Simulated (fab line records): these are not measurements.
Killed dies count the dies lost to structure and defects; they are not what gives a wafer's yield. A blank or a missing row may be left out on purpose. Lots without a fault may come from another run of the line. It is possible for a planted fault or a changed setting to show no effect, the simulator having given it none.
Struck lot and sound lot, side by side :: flow nand harc :: 19 out of 1302 route steps
Sound: these wafers, L514.2, L514.4, L514.6. Struck: wafer L507.2 (left out: L507.1, L507.4 of the same lot, which were not struck); the cause appears at the end.
Order at every step that has rows: each side's tool, ch and its chambers, its first start. Under that, the readings that differ: sound wafers :: struck wafers :: difference of the means :: sigmas: that difference in standard deviations of wafers without a fault.
alike: a reading whose means differ by less than 2 such deviations, as well as words and numbers matching on both sides. not compared: withheld readings; readings where some wafer has no value; bounds like >300 that might hide an equal value; numbers whose values overlap and for which the record gives no deviation.
A row with sigmas, a row that says differs or no value, or rows on one side alone: a step with any of these is where the two part. Numbers that have no deviation but don't overlap get no sigmas and don't part them. A reading that every wafer of one side lacks parts them only if that side has two wafers or more.

first, 9 steps without rows for these wafers: NHARC_THIN_TSV_PVD_24 (deposits Al, target thk 800 nm); NHARC_THIN_TSV_DEHYDRATE_25 (time 120 s); NHARC_THIN_TSV_HMDS_26 (time 30 s); NHARC_THIN_TSV_COAT_27; NHARC_THIN_TSV_SOFTBAKE_28 (time 95 s); NHARC_THIN_TSV_EBR_29; NHARC_THIN_TSV_EXPOSE_30 (exposes mask PAD); NHARC_THIN_TSV_PEB_31 (peb time 85 s); NHARC_THIN_TSV_DEVELOP_32 (time 70 s).
NHARC_THIN_TSV_CD_MEAS_33 targets a cd of 5000 nm.
  sound on cd sem-01 ch 0, day 31 02:32; struck on cd sem-02 ch 0, day 28 08:50
  alike: cd nm
then, 1 step without rows for these wafers: NHARC_THIN_TSV_HARDBAKE_34 (time 80 s).
NHARC_THIN_TSV_DESCUM_35: chemistry O2, time 3 s.
  sound on rie diel-07 ch 1,2,3, day 31 02:41; struck on rie diel-13 ch 0, day 28 08:59
reading: drypump motor current A (A)
sound: 6.0 5.8 6.2
struck: 5.3
difference: -0.7
sigmas: -2
  alike: oes product au, rf vpp V, showerhead plenum p Torr, throttle valve pct
  not compared: rf hours counter h
NHARC_THIN_TSV_ETCH_59: etches the open film in Cl2/BCl3, target depth 880 nm, time 138.1 s.
  sound on rie metal-03 ch 0,1, day 31 02:51; struck on rie metal-03 ch 0, day 28 09:07
reading: oes product au (a.u.)
sound: 0.976 0.977 1.013
struck: 1.374
difference: +0.385
sigmas: +28
  alike: drypump motor current A, throttle valve pct
  not compared: rf hours counter h
NHARC_THIN_TSV_ETCH_36: etches the open film in Cl2/BCl3, target depth 65 nm, time 18.571 s.
  sound on rie metal-03 ch 1, day 31 03:05; struck on rie metal-03 ch 0, day 28 09:22
  alike: drypump motor current A, oes product au
  not compared: rf hours counter h
NHARC_THIN_TSV_STRIP_56: strips in O2.
  sound on plasma asher-01 ch 0,1, day 31 03:13; struck on plasma asher-02 ch 1, day 28 09:28
  alike: drypump motor current A, heater power w
  not compared: rf hours counter h
then, 1 step without rows for these wafers: NHARC_THIN_TSV_STRIP_57 (strips in post etch residue remover, time 1200 s).
NHARC_THIN_TSV_CD_MEAS_37:
  sound: cd sem-01 at day 31 03:58; struck: cd sem-01 at day 28 10:16
reading: cd nm (nm)
sound: 5001 5005 4998
struck: 4974
difference: -27
sigmas: -7
then, 1 step without rows for these wafers: NHARC_THIN_TSV_ANNEAL_58 (time 1800 s).
NHARC_END_SORT_01:
  sound on prober-01 ch 0, day 31 12:22; struck on prober-01 ch 0, day 28 18:44
  alike: defect limited yield, killed at array, killed at other, killed at periphery, killed dies, killed open, killed short, sort_bin_2_pct, sort_bin_3_pct, sort_bin_4_pct, sort n pass, sort rim yield pct, sort yield pct

== WHERE THEY PART ==
Last at NHARC_THIN_TSV_CD_MEAS_37 as far as this record goes, first at NHARC_THIN_TSV_DESCUM_35. Later steps at which nothing parts them and some readings are alike: NHARC_END_SORT_01.

WHY: what had been put in by the simulator
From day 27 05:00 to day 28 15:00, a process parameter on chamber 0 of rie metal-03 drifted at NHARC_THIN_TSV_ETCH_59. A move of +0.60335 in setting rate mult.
